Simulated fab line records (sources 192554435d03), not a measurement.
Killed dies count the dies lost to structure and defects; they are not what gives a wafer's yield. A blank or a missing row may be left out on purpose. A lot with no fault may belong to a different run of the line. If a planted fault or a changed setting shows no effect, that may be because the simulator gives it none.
Which of the tools did it? ; flow n5-finfet ; at 1 step of a route of 1938, 12 lots with 36 wafers sampled

## WHAT THE GAUGES READ, wafer by wafer
N5_BEOL_M1_CD_MEAS_35: target cd 18 nm, target cd y 21 nm.
lot;measured;on;cd-nm (nm)
L075;day 6 14:55;cd-sem-01;17.8 18.4 17.7
L077;day 7 22:25;cd-sem-01;17.7 17.3 17.5
L079;day 8 07:10;cd-sem-01;17.8 18.5 18.2
L081;day 9 01:01;cd-sem-01;17.7 18.2 18.3
L082;day 9 07:23;cd-sem-01;17.3 17.6 18.0
L085;day 9 13:34;cd-sem-03;17.9 18.0 18.3
L086;day 10 00:26;cd-sem-01;18.5 18.5 17.8
L089;day 10 11:32;cd-sem-01;17.8 18.0 18.0
L091;day 10 22:31;cd-sem-03;18.0 18.1 17.4
L093;day 11 18:47;cd-sem-03;17.6 17.5 17.8
L095;day 11 23:04;cd-sem-02;18.5 17.9 18.3
L097;day 12 10:58;cd-sem-03;18.4 18.2 18.2

## WHICH TOOL RAN EACH LOT (tool, then ch and the chambers of the sampled wafers, then the start)
No process step before these readings appears in the record.

## THE ANSWER, worked out from the rows above alone
Rule: the usual values come from the lots themselves. The widest of any qualifying gaps counts: lots, ordered by their means at a reading, are off when they make up no more than a third of the lots, leave a main group of 4 or more, and stand apart from it by 3 or more times the standard deviation of that group's means. The tables above print the reading to a certain number of digits; a main group whose means all agree to those digits is not used. A lot without any number at a reading at which 4 lots or more have one is off too. All remaining lots with rows at the step are treated as sound.
Across all readings shown, no lot is off: no conclusion can be drawn from this.

## WHAT HAD BEEN PUT IN BY THE SIMULATOR
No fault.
